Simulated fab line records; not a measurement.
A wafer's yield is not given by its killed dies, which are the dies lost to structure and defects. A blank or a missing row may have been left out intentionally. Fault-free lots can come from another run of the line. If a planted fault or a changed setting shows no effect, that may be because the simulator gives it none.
Which tool did it? ; flow n5Finfet ; 24 lots, 72 wafers sampled, at 6 steps of a route of 1938

## WHAT THE GAUGES SHOWED, per wafer
N5_BEOL_M7_OVL_MEAS_29.
lot;measured;on;V6_OVL (nm)
L075;day 10 19:40;overlay-01;-0.5 0.0 -0.2
L074;day 11 22:47;overlay-01;-1.2 -1.1 -1.8
L076;day 11 23:53;overlay-01;0.3 0.7 -0.1
L077;day 12 10:33;overlay-02;0.0 0.1 0.0
L078;day 12 18:32;overlay-02;-0.9 0.1 0.6
L083;day 12 22:05;overlay-01;-0.6 -0.3 -1.2
L079;day 13 10:50;overlay-01;0.7 0.2 0.5
L081;day 13 17:43;overlay-01;-1.2 -2.6 -2.7
L084;day 13 20:46;overlay-01;0.3 0.6 -0.2
L082;day 14 02:44;overlay-02;-0.9 0.2 0.1
L085;day 14 03:04;overlay-01;0.0 -0.4 -0.5
L080;day 14 13:00;overlay-01;-0.6 -0.1 -1.1
L087;day 15 01:06;overlay-01;-0.1 -0.2 -0.6
L086;day 15 09:56;overlay-02;0.4 0.6 0.1
L089;day 15 13:50;overlay-01;0.0 0.1 1.1
L088;day 15 13:38;overlay-02;0.7 0.4 -0.6
L090;day 15 13:53;overlay-02;-0.7 0.0 -0.2
L093;day 15 13:47;overlay-02;0.1 0.5 0.5
L092;day 15 15:53;overlay-02;-1.3 -0.6 0.2
L091;day 16 10:08;overlay-01;-1.4 -1.6 -0.6
L094;day 16 13:36;overlay-01;-0.2 -0.7 -0.8
L095;day 17 06:42;overlay-01;0.8 0.3 0.4
L097;day 17 08:29;overlay-01;-0.5 -0.8 -0.4
L096;day 17 11:45;overlay-02;-0.1 -0.2 0.0

N5_BEOL_M7_INSPECT_58: inspects for defects (darkfield).
lot;measured;on;rawDefectCount
L075;day 10 23:02;defectInspect-02;144 113 97
L074;day 12 02:33;defectInspect-01;64 52 57
L076;day 12 04:03;defectInspect-02;70 56 74
L077;day 12 15:10;defectInspect-01;67 65 85
L078;day 12 23:16;defectInspect-02;66 71 53
L083;day 13 02:26;defectInspect-01;55 73 111
L079;day 13 16:02;defectInspect-01;95 46 62
L081;day 13 21:06;defectInspect-02;37 46 45
L084;day 14 01:11;defectInspect-02;69 74 81
L082;day 14 05:49;defectInspect-02;74 46 45
L085;day 14 06:16;defectInspect-02;61 81 77
L080;day 14 16:56;defectInspect-01;78 86 66
L087;day 15 03:52;defectInspect-02;48 47 64
L086;day 15 14:33;defectInspect-01;104 40 48
L089;day 15 17:33;defectInspect-01;91 52 79
L088;day 15 17:28;defectInspect-01;168 87 72
L090;day 15 17:50;defectInspect-02;62 70 61
L093;day 15 17:44;defectInspect-01;57 103 69
L092;day 15 19:05;defectInspect-01;87 83 50
L091;day 16 15:58;defectInspect-02;44 55 72
L094;day 16 17:48;defectInspect-01;90 53 94
L095;day 17 11:04;defectInspect-02;41 46 62
L097;day 17 12:11;defectInspect-02;58 67 81
L096;day 17 16:04;defectInspect-02;131 112 123

N5_BEOL_M8_THK_MEAS_01.
lot;measured;on;M8_ILD_THK (nm)
L075;day 10 23:40;filmMetro-02;155.3 155.0 155.9
L074;day 12 03:11;filmMetro-02;151.9 151.9 156.7
L076;day 12 05:08;filmMetro-02;152.7 152.2 155.7
L077;day 12 15:53;filmMetro-02;155.0 155.6 155.1
L078;day 13 00:09;filmMetro-01;153.3 154.7 155.7
L083;day 13 04:29;filmMetro-02;154.4 155.5 156.2
L079;day 13 16:40;filmMetro-02;154.2 154.2 155.1
L081;day 13 21:43;filmMetro-02;156.0 156.5 157.8
L084;day 14 01:48;filmMetro-02;151.7 152.1 155.9
L082;day 14 06:26;filmMetro-02;153.3 157.2 155.5
L085;day 14 06:55;filmMetro-02;154.6 153.7 154.7
L080;day 14 17:32;filmMetro-01;154.6 156.4 156.8
L087;day 15 04:29;filmMetro-01;151.6 153.6 156.4
L086;day 15 15:10;filmMetro-01;151.5 155.4 155.7
L089;day 15 18:10;filmMetro-02;154.5 154.1 157.2
L088;day 15 18:05;filmMetro-01;151.7 155.1 155.3
L090;day 15 18:34;filmMetro-02;154.1 157.2 157.8
L093;day 15 18:22;filmMetro-01;157.0 156.2 160.7
L092;day 15 19:44;filmMetro-02;155.8 156.3 155.6
L091;day 16 18:03;filmMetro-02;153.1 152.6 155.5
L094;day 16 18:25;filmMetro-01;155.7 154.9 157.4
L095;day 17 12:10;filmMetro-02;155.2 157.8 158.7
L097;day 17 12:49;filmMetro-01;156.3 157.3 158.6
L096;day 17 17:11;filmMetro-02;154.9 153.2 156.3

N5_BEOL_M8_CD_MEAS_11: target cd 38.5 nm.
lot;measured;on;cdNm (nm)
L075;day 11 00:34;cdSem-03;38.7 38.7 38.0
L074;day 12 04:04;cdSem-02;38.0 37.9 38.2
L076;day 12 08:01;cdSem-01;39.2 38.2 37.9
L077;day 12 19:46;cdSem-03;38.4 38.3 38.3
L078;day 13 01:01;cdSem-01;39.1 38.8 38.2
L083;day 13 07:49;cdSem-02;37.7 37.9 37.9
L079;day 13 18:23;cdSem-03;38.5 39.2 38.4
L081;day 13 22:40;cdSem-02;38.0 38.2 38.3
L084;day 14 03:32;cdSem-01;39.2 39.0 38.4
L082;day 14 08:21;cdSem-01;38.8 38.7 39.2
L085;day 14 09:00;cdSem-01;38.8 38.0 38.4
L080;day 14 20:04;cdSem-02;38.2 38.3 38.5
L087;day 15 06:40;cdSem-03;38.4 39.3 39.1
L086;day 15 16:46;cdSem-01;38.0 38.5 38.3
L089;day 15 19:11;cdSem-03;39.7 39.9 39.2
L088;day 15 19:01;cdSem-03;38.3 38.1 38.0
L090;day 15 19:31;cdSem-02;38.5 38.4 38.6
L093;day 15 19:21;cdSem-02;38.7 38.4 38.2
L092;day 15 22:08;cdSem-01;38.1 38.1 38.2
L091;day 16 20:03;cdSem-02;38.5 38.2 38.1
L094;day 16 20:16;cdSem-02;38.4 38.3 37.9
L095;day 17 13:27;cdSem-02;38.4 38.6 38.1
L097;day 17 14:20;cdSem-01;39.3 39.3 38.6
L096;day 17 19:56;cdSem-02;37.7 38.4 38.6

## EACH LOT AND THE TOOL THAT RAN IT (in order: tool; ch and the chambers of the sampled wafers; start)
lot;N5_BEOL_M7_STRIP_67;N5_BEOL_M7_TRENCH_ETCH_37
L075;rieDiel-06 ch 2,3, day 10 17:43;rieDiel-06 ch 2,3, day 10 23:02 or earlier
L074;rieDiel-02 ch 1,2,3, day 11 18:26;rieDiel-06 ch 0,1,2, day 12 02:33 or earlier
L076;rieDiel-05 ch 1,2,3, day 11 23:10;rieDiel-02 ch 0,2,3, day 12 04:03 or earlier
L077;rieDiel-06 ch 0,1,2, day 12 08:16;rieDiel-02 ch 2,3, day 12 15:10 or earlier
L078;rieDiel-05 ch 1,2,3, day 12 14:53;rieDiel-02 ch 0,3, day 12 23:16 or earlier
L083;rieDiel-06 ch 0,1, day 12 20:03;rieDiel-02 ch 0,3, day 13 02:26 or earlier
L079;rieDiel-05 ch 0,2,3, day 13 08:53;rieDiel-02 ch 2,3, day 13 16:02 or earlier
L081;rieDiel-05 ch 0,3, day 13 15:15;rieDiel-05 ch 0,2,3, day 13 21:06 or earlier
L084;rieDiel-02 ch 0,2,3, day 13 19:23;rieDiel-02 ch 0,2,3, day 14 01:11 or earlier
L082;rieDiel-06 ch 0,3, day 14 01:56;rieDiel-06 ch 0,3, day 14 05:49 or earlier
L085;rieDiel-02 ch 0,3, day 14 02:01;rieDiel-05 ch 0,2,3, day 14 06:16 or earlier
L080;rieDiel-06 ch 0,1,2, day 14 09:22;rieDiel-02 ch 0,2,3, day 14 16:56 or earlier
L087;rieDiel-02 ch 0,2, day 14 20:17;rieDiel-05 ch 1,2,3, day 15 03:52 or earlier
L086;rieDiel-05 ch 1,3, day 15 07:47;rieDiel-06 ch 0,2, day 15 14:33 or earlier
L089;rieDiel-05 ch 0,1, day 15 11:29;rieDiel-02 ch 0,1,2, day 15 17:33 or earlier
L088;rieDiel-02 ch 2,3, day 15 11:50;rieDiel-02 ch 0,2,3, day 15 17:28 or earlier
L090;rieDiel-06 ch 1,2,3, day 15 11:56;rieDiel-05 ch 1,2, day 15 17:50 or earlier
L093;rieDiel-06 ch 0,1,3, day 15 12:23;rieDiel-05 ch 0,1,2, day 15 17:44 or earlier
L092;rieDiel-06 ch 2,3, day 15 15:02;rieDiel-06 ch 2,3, day 15 19:05 or earlier
L091;rieDiel-06 ch 0,1,2, day 16 09:34;rieDiel-06 ch 0,1,3, day 16 15:58 or earlier
L094;rieDiel-06 ch 1,3, day 16 11:31;rieDiel-06 ch 0,1, day 16 17:48 or earlier
L095;rieDiel-06 ch 2,3, day 17 05:13;rieDiel-02 ch 2,3, day 17 11:04 or earlier
L097;rieDiel-05 ch 0,3, day 17 07:55;rieDiel-05 ch 2,3, day 17 12:11 or earlier
L096;rieDiel-02 ch 2,3, day 17 11:04;rieDiel-02 ch 0,3, day 17 16:04 or earlier
- N5_BEOL_M7_STRIP_67: strips in CF4.
- N5_BEOL_M7_TRENCH_ETCH_37: etches SiCOH lowk in C4F6/O2, target depth 93.478 nm, time 31.2 s.

## WHAT THE TOOLS THEMSELVES READ (means of the sampled wafers that have a number; where no wafer has one, the mark that the record gives instead)
N5_BEOL_M7_STRIP_67.
lot;tool;drypumpMotorCurrentA (A);oesProductAu (a.u.);powerW (W);rfVppV (V);showerheadPlenumPTorr (Torr);throttleValvePct (%)
L075;rieDiel-06;5.8;0.69;299.4;269.7;1.75;13.95
L074;rieDiel-02;5.7;0.81;300.0;270.7;1.79;13.44
L076;rieDiel-05;5.4;0.80;300.4;270.5;1.78;13.73
L077;rieDiel-06;5.8;0.76;300.0;269.2;1.72;13.68
L078;rieDiel-05;5.4;0.80;300.6;270.4;1.78;13.75
L083;rieDiel-06;5.7;0.83;299.5;270.0;1.74;13.66
L079;rieDiel-05;5.6;0.86;299.3;270.9;1.77;13.70
L081;rieDiel-05;5.8;0.92;299.2;273.1;1.81;13.53
L084;rieDiel-02;5.5;0.74;299.9;270.9;1.79;13.51
L082;rieDiel-06;5.8;0.68;300.2;269.3;1.74;14.08
L085;rieDiel-02;5.1;0.73;300.8;270.9;1.79;13.55
L080;rieDiel-06;5.9;0.84;300.3;271.6;1.79;13.52
L087;rieDiel-02;5.4;0.72;300.8;271.4;1.85;13.49
L086;rieDiel-05;5.6;0.83;299.4;272.7;1.81;13.60
L089;rieDiel-05;5.6;0.77;299.5;270.7;1.78;13.62
L088;rieDiel-02;5.5;0.74;300.0;269.7;1.72;13.56
L090;rieDiel-06;5.8;0.92;300.9;272.1;1.80;13.44
L093;rieDiel-06;5.7;0.85;299.8;270.5;1.74;13.71
L092;rieDiel-06;6.0;0.93;300.6;271.7;1.85;13.28
L091;rieDiel-06;5.8;0.81;300.6;271.1;1.78;13.56
L094;rieDiel-06;5.6;0.87;299.8;271.0;1.75;13.62
L095;rieDiel-06;6.0;0.91;300.1;272.8;1.85;13.30
L097;rieDiel-05;5.8;0.87;300.5;270.7;1.77;13.56
L096;rieDiel-02;5.8;0.72;300.5;271.2;1.78;13.54

N5_BEOL_M7_TRENCH_ETCH_37.
lot;tool;drypumpMotorCurrentA (A);oes_f_703_au (a.u.);oes_o_777_au (a.u.);oesProductAu (a.u.);rfVppV (V);showerheadPlenumPTorr (Torr);throttleValvePct (%)
L075;rieDiel-06;6.0;0.68;0.68;0.67;665;2.74;21.05
L074;rieDiel-06;5.9;0.76;0.75;0.75;660;2.73;21.01
L076;rieDiel-02;5.4;0.75;0.75;0.75;671;2.85;20.76
L077;rieDiel-02;5.5;0.76;0.76;0.77;663;2.74;20.82
L078;rieDiel-02;5.2;0.76;0.76;0.76;662;2.74;20.85
L083;rieDiel-02;5.2;0.76;0.75;0.76;662;2.74;20.86
L079;rieDiel-02;5.5;0.75;0.75;0.76;663;2.74;20.82
L081;rieDiel-05;5.6;0.85;0.85;0.86;668;2.81;21.18
L084;rieDiel-02;5.5;0.74;0.74;0.75;671;2.84;20.78
L082;rieDiel-06;5.8;0.68;0.69;0.69;665;2.74;21.28
L085;rieDiel-05;5.6;0.84;0.84;0.85;667;2.81;21.18
L080;rieDiel-02;5.5;0.73;0.73;0.74;670;2.84;20.78
L087;rieDiel-05;5.4;0.78;0.78;0.78;661;2.81;21.12
L086;rieDiel-06;5.9;0.77;0.77;0.77;667;2.81;20.97
L089;rieDiel-02;5.7;0.77;0.76;0.77;673;2.93;20.77
L088;rieDiel-02;5.4;0.73;0.73;0.73;670;2.84;20.78
L090;rieDiel-05;5.3;0.72;0.72;0.71;656;2.78;21.03
L093;rieDiel-05;5.5;0.77;0.77;0.77;663;2.77;21.11
L092;rieDiel-06;5.8;0.95;0.95;0.96;670;2.87;20.90
L091;rieDiel-06;5.7;0.82;0.81;0.83;662;2.76;21.14
L094;rieDiel-06;5.7;0.79;0.78;0.78;657;2.75;21.10
L095;rieDiel-02;5.4;0.74;0.73;0.73;662;2.73;20.85
L097;rieDiel-05;5.4;0.77;0.76;0.76;660;2.77;21.35
L096;rieDiel-02;5.1;0.73;0.73;0.73;662;2.72;20.90

## THE ANSWER, worked out from the rows above alone
Rule: the lots themselves supply what counts as usual. The widest of any qualifying gaps counts: lots, ordered by their means at a reading, are off when they make up no more than a third of the lots, leave a main group of 4 or more, and stand apart from it by 3 or more times the standard deviation of that group's means. A main group whose means are all the same, to the digits that the tables above print for the reading, isn't used. A lot without any number at a reading at which 4 lots or more have one is off too. Any other lot the step has rows for is counted as sound. Order of review: gauges by route order, followed by the tools' own readings, for which a lot's mean as printed above is used. At the first step where some lot is off, the reading lying furthest off is the one used; lots without a number count as furthest.
No lot is off at any reading shown: from this, nothing can be told.

## WHAT THE SIMULATOR HAD INSERTED
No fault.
